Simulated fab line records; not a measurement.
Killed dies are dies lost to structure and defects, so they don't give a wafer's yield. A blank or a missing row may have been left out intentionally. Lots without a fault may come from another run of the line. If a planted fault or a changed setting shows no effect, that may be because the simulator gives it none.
3 desks looking at one fault | flow nandHarc | only its own numbers are on each desk; what lay behind them is given at the end

THE DEFECT DESK
Inspection counts along the route, by lot: the mean over sampled wafers that carry a number. The brackets show how far a lot's mean lies from the usual mean; more than 4 standard deviations puts the lot out of limits, marked OUT.
Columns: A = rawDefectCount at NHARC_A_CHANNEL_HOLE_D1_INSPECT_12, usual 5.4
lot  | first seen here | A
L186 | day 8 17:38     | 5.0
L187 | day 8 21:50     | 3.0
L197 | day 11 08:52    | 6.0
L200 | day 12 06:58    | 5.0
L203 | day 12 15:39    | 6.0
L209 | day 13 17:33    | 6.3
This desk found nothing out of limits on any of the 6 lots.

FROM THE METROLOGY DESK
Means of the sampled wafers that have a number, per lot and without regard to the tool the lot ran on: this is what the gauges read. The brackets show how far a lot's mean lies from the usual mean; more than 4 standard deviations puts the lot out of limits, marked OUT.
Columns: A = cdNm at NHARC_A_CHANNEL_HOLE_D1_CD_MEAS_10, usual 100.1 nm; B = overlayXNm at NHARC_A_CHANNEL_HOLE_D1_OVL_MEAS_11, usual 0.1 nm; C = overlayYNm at NHARC_A_CHANNEL_HOLE_D1_OVL_MEAS_11, usual -0.3 nm; D = cdNm at NHARC_A_CHANNEL_HOLE_D1_CD_MEAS_18, usual 98.8 nm
lot  | first seen here | A     | B    | C    | D
L186 | day 8 17:31     | 99.9  | 0.9  | -1.0 | 101.4
L187 | day 8 21:43     | 100.5 | -2.1 | -1.7 | 99.7
L197 | day 11 08:45    | 100.1 | -0.2 | -1.3 | 94.6
L200 | day 12 06:50    | 100.7 | -0.2 | -0.2 | 97.0
L203 | day 12 15:32    | 99.9  | 1.2  | -0.4 | 98.5
L209 | day 13 17:25    | 100.1 | 0.3  | -0.8 | 97.7
This desk found nothing out of limits on any of the 6 lots.

FOR THE TOOL OWNER'S DESK: rieDiel-12
The tool's own readings at NHARC_A_CHANNEL_HOLE_D1_ETCH_34 (etches the open film in CF4/CHF3, target depth 154 nm, time 77 s): means of the sampled wafers that have a number, for each lot that ran on this tool. The brackets show how far a lot's mean lies from the usual mean; more than 4 standard deviations puts the lot out of limits, marked OUT.
Columns: A = drypumpMotorCurrentA at NHARC_A_CHANNEL_HOLE_D1_ETCH_34, usual 5.6 A; B = oesProductAu at NHARC_A_CHANNEL_HOLE_D1_ETCH_34, usual 0.933 a.u.; C = rfFwdPowerW at NHARC_A_CHANNEL_HOLE_D1_ETCH_34, usual 495.3 W; D = rfVppV at NHARC_A_CHANNEL_HOLE_D1_ETCH_34, usual 370.9 V; E = showerheadPlenumPTorr at NHARC_A_CHANNEL_HOLE_D1_ETCH_34, usual 1.58 Torr; F = throttleValvePct at NHARC_A_CHANNEL_HOLE_D1_ETCH_34, usual 16.804 %
lot  | first seen here | A   | B                | C                       | D     | E    | F
L187 | day 8 22:20     | 6.2 | 0.963            | 494.9                   | 374.4 | 1.68 | 16.801
L197 | day 11 09:22    | 6.2 | 0.715 (-9.9) OUT | 294.3 (-99 or more) OUT | 373.8 | 1.68 | 16.796
L200 | day 12 07:27    | 5.8 | 0.701 (-11) OUT  | 295.4 (-99 or more) OUT | 371.5 | 1.61 | 16.797
This desk's finding: out of limits on L197, L200; first on L197, day 11 09:22 (oesProductAu at NHARC_A_CHANNEL_HOLE_D1_ETCH_34). L187 stayed within limits.

TAKEN TOGETHER
At day 11 09:22, on L197, L200, the tool owner's desk was in a position to raise an alarm.
Nothing the defect desk looked at was out of limits.
Nothing out of limits was seen by the metrology desk.
The defect desk has L197, L200 on record, within its limits.
The metrology desk has L197, L200 on record, within its limits.
All the named lots went through NHARC_A_CHANNEL_HOLE_D1_ETCH_34 on rieDiel-12.

WHAT WAS PUT IN BY THE SIMULATOR
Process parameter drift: rieDiel-12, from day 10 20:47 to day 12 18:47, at NHARC_A_CHANNEL_HOLE_D1_ETCH_34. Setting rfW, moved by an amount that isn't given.
Lots struck among those shown: L197, L200.
Each desk's first reading out of limits, in hours after the fault started: the tool owner's desk, 13.
